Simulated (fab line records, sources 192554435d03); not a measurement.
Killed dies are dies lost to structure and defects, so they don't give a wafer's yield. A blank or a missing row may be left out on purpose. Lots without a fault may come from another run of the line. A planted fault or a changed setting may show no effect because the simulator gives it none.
Which tool did it? | flow n5_finfet | 11 lots, 32 wafers sampled, at 5 steps of a route of 1938

WHAT THE GAUGES READ, wafer by wafer
N5_BEOL_M13_INSPECT_55: inspects for defects (darkfield). Usual: raw_defect_count 81, standard deviation 29.
lot  | measured     | on                | raw_defect_count | flag
L509 | day 11 00:02 | defect_inspect-01 | 62 42            |
L511 | day 11 10:31 | defect_inspect-01 | 99 125 134       |
L514 | day 12 04:32 | defect_inspect-02 | 80 78 93         |
L516 | day 12 06:26 | defect_inspect-01 | 46 58 79         |
L515 | day 12 15:40 | defect_inspect-02 | 103 102 147      |
L518 | day 12 16:14 | defect_inspect-01 | 46 38 84         |
L523 | day 14 04:35 | defect_inspect-02 | 42 61 59         |
L527 | day 15 12:37 | defect_inspect-01 | 64 80 47         |
L528 | day 16 04:45 | defect_inspect-02 | 117 62 166       |
L531 | day 16 15:34 | defect_inspect-02 | 76 72 78         |
L530 | day 16 19:55 | defect_inspect-02 | 30 90 56         |

N5_BEOL_M14_CD_MEAS_10: target cd 250 nm. Usual: cd_nm 249.6 nm, standard deviation 1.7.
lot  | measured     | on        | cd_nm (nm)        | flag
L509 | day 11 00:42 | cd_sem-02 | 250.8 251.4       |
L511 | day 11 11:02 | cd_sem-03 | 247.9 248.4 247.8 |
L514 | day 12 05:11 | cd_sem-01 | 247.9 251.6 248.8 |
L516 | day 12 07:05 | cd_sem-01 | 248.5 250.1 251.3 |
L515 | day 12 16:13 | cd_sem-03 | 251.0 248.6 246.6 |
L518 | day 12 16:59 | cd_sem-03 | 248.5 251.8 249.0 |
L523 | day 14 05:14 | cd_sem-01 | 259.3 258.8 257.6 | OFF
L527 | day 15 13:09 | cd_sem-02 | 259.5 259.0 255.1 | OFF
L528 | day 16 05:17 | cd_sem-02 | 249.4 250.2 247.3 |
L531 | day 16 16:10 | cd_sem-02 | 248.9 247.9 249.7 |
L530 | day 16 20:39 | cd_sem-02 | 247.7 248.1 247.1 |

WHICH TOOL RAN EACH LOT (tool, then ch and the chambers of the sampled wafers, then the start)
lot  | N5_BEOL_M13_STRIP_37                 | N5_BEOL_M13_ANNEAL_48            | N5_BEOL_M14_PEB_08
L509 | plasma_asher-02 ch 0,1, day 10 20:24 | rtp_anneal-01 ch 0, day 10 23:17 | litho_track-01 ch 0, day 11 00:35
L511 | plasma_asher-02 ch 0,1, day 11 08:28 | rtp_anneal-02 ch 0, day 11 09:49 | litho_track-03 ch 0, day 11 10:56
L514 | plasma_asher-01 ch 0,1, day 12 01:14 | rtp_anneal-01 ch 0, day 12 03:52 | litho_track-02 ch 0, day 12 05:04
L516 | plasma_asher-01 ch 0,1, day 12 04:36 | rtp_anneal-02 ch 0, day 12 05:44 | litho_track-01 ch 0, day 12 06:58
L515 | plasma_asher-01 ch 0, day 12 06:56   | rtp_anneal-02 ch 0, day 12 14:44 | litho_track-02 ch 0, day 12 16:05
L518 | plasma_asher-01 ch 0,1, day 12 07:50 | rtp_anneal-01 ch 0, day 12 15:30 | litho_track-02 ch 0, day 12 16:52
L523 | plasma_asher-01 ch 0,1, day 14 01:46 | rtp_anneal-02 ch 0, day 14 03:53 | litho_track-01 ch 0, day 14 05:07
L527 | plasma_asher-02 ch 0,1, day 15 04:20 | rtp_anneal-01 ch 0, day 15 11:35 | litho_track-01 ch 0, day 15 13:02
L528 | plasma_asher-01 ch 0,1, day 15 20:10 | rtp_anneal-02 ch 0, day 16 03:55 | litho_track-03 ch 0, day 16 05:10
L531 | plasma_asher-02 ch 0,1, day 16 11:17 | rtp_anneal-01 ch 0, day 16 14:38 | litho_track-02 ch 0, day 16 16:03
L530 | plasma_asher-01 ch 0, day 16 14:44   | rtp_anneal-02 ch 0, day 16 19:08 | litho_track-03 ch 0, day 16 20:32
- N5_BEOL_M13_STRIP_37: strips in N2/H2.
- N5_BEOL_M13_ANNEAL_48: time 90 s.
- N5_BEOL_M14_PEB_08: peb time 90 s.

WHAT THE TOOLS THEMSELVES READ (means of the sampled wafers that have a number; where no wafer has one, the mark that the record gives instead)
N5_BEOL_M13_STRIP_37. Usual: drypump_motor_current_A 6.0 A, standard deviation 0.43; h2_flow_sccm 3250 sccm, standard deviation 10; heater_power_w 368 W, standard deviation 18; oes_product_au 0.785 a.u., standard deviation 0.011.
lot  | tool            | drypump_motor_current_A (A) | h2_flow_sccm (sccm) | heater_power_w (W) | oes_product_au (a.u.) | flag
L509 | plasma_asher-02 | 6.2                         | 3242                | 365                | 0.781                 |
L511 | plasma_asher-02 | 6.4                         | 3248                | 368                | 0.779                 |
L514 | plasma_asher-01 | 5.8                         | 3257                | 382                | 0.785                 |
L516 | plasma_asher-01 | 5.8                         | 3250                | 367                | 0.787                 |
L515 | plasma_asher-01 | 5.8                         | 3252                | 353                | 0.786                 |
L518 | plasma_asher-01 | 5.8                         | 3252                | 371                | 0.787                 |
L523 | plasma_asher-01 | 5.8                         | 3239                | 368                | 0.785                 |
L527 | plasma_asher-02 | 6.0                         | 3245                | 360                | 0.781                 |
L528 | plasma_asher-01 | 5.8                         | 3254                | 367                | 0.784                 |
L531 | plasma_asher-02 | 6.4                         | 3258                | 368                | 0.786                 |
L530 | plasma_asher-01 | 5.8                         | 3262                | 355                | 0.787                 |

N5_BEOL_M13_ANNEAL_48. Usual: anneal_temp_c 224.99 C, standard deviation 0.16; wafer_temp_C_max 226.18, standard deviation 0.28.
lot  | tool          | anneal_temp_c (C) | wafer_temp_C_max | flag
L509 | rtp_anneal-01 | 224.75            | 226.41           |
L511 | rtp_anneal-02 | 224.96            | 226.63           |
L514 | rtp_anneal-01 | 225.04            | 225.93           |
L516 | rtp_anneal-02 | 224.97            | 226.54           |
L515 | rtp_anneal-02 | 225.13            | 226.05           |
L518 | rtp_anneal-01 | 225.13            | 226.17           |
L523 | rtp_anneal-02 | 224.89            | 226.19           |
L527 | rtp_anneal-01 | 225.09            | 225.93           |
L528 | rtp_anneal-02 | 225.05            | 225.94           |
L531 | rtp_anneal-01 | 224.98            | 225.91           |
L530 | rtp_anneal-02 | 225.09            | 226.29           |

N5_BEOL_M14_PEB_08. Usual: chill_plate_temp_C 22.99 C, standard deviation 0.1; heater_power_total_W 172.4 W, standard deviation 0.74; plate_temp_C 130.00 C, standard deviation 0.14.
lot  | tool           | chill_plate_temp_C (C) | heater_power_total_W (W) | plate_temp_C (C) | flag
L509 | litho_track-01 | 23.20                  | 171.8                    | 130.22           |
L511 | litho_track-03 | 23.01                  | 172.4                    | 129.94           |
L514 | litho_track-02 | 22.94                  | 172.3                    | 130.10           |
L516 | litho_track-01 | 23.00                  | 172.1                    | 129.82           |
L515 | litho_track-02 | 22.92                  | 171.5                    | 130.04           |
L518 | litho_track-02 | 22.98                  | 171.6                    | 130.06           |
L523 | litho_track-01 | 23.01                  | 175.5                    | 131.80           | OFF
L527 | litho_track-01 | 23.00                  | 174.9                    | 131.86           | OFF
L528 | litho_track-03 | 22.94                  | 172.7                    | 129.95           |
L531 | litho_track-02 | 23.01                  | 171.7                    | 129.88           |
L530 | litho_track-03 | 22.96                  | 172.5                    | 130.13           |

THE ANSWER, worked out from the rows above alone
Rule: a lot is off if the mean of its wafers that have a number lies more than 3 standard deviations from the usual mean. A lot without any number at a reading at which 4 lots or more have one is off too. The other lots that the step has rows for count as sound. The gauges are gone through in route order, then the tools' own readings, and for those a lot's mean is taken as printed above. The first step at which some lot is off is used, and at that step the reading that is off furthest; a lot without a number counts as furthest.
Off: L523, L527, at N5_BEOL_M14_CD_MEAS_10 (cd_nm).
A tool fits if, at a process step before that reading, it ran every lot that is off, and no sound lot after the first of them. The gauges at N5_BEOL_M14_CD_MEAS_10 aren't tried: what is off there is off at N5_BEOL_M14_PEB_08 too, on other tools, and a gauge's error can't cause that. One fits: litho_track-01 at N5_BEOL_M14_PEB_08. Its last sound lot is L516 (day 12 06:58), its first lot that is off L523 (day 14 05:07): a fault that began between those two fits.
The tool's own readings at N5_BEOL_M14_PEB_08 bear it out: on the lots that are off they differ by more than 5 times the standard deviation of the sound lots' means. heater_power_total_W reads 175.2 W there against 172.1 W on the sound lots; plate_temp_C reads 131.83 C there against 130.02 C on the sound lots.

WHAT THE SIMULATOR HAD PUT IN
Process parameter drift: litho_track-01, from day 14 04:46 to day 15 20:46, at N5_BEOL_M14_PEB_08. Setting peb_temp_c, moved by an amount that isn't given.
Lots struck among those shown: L523, L527. The rule above found the same.
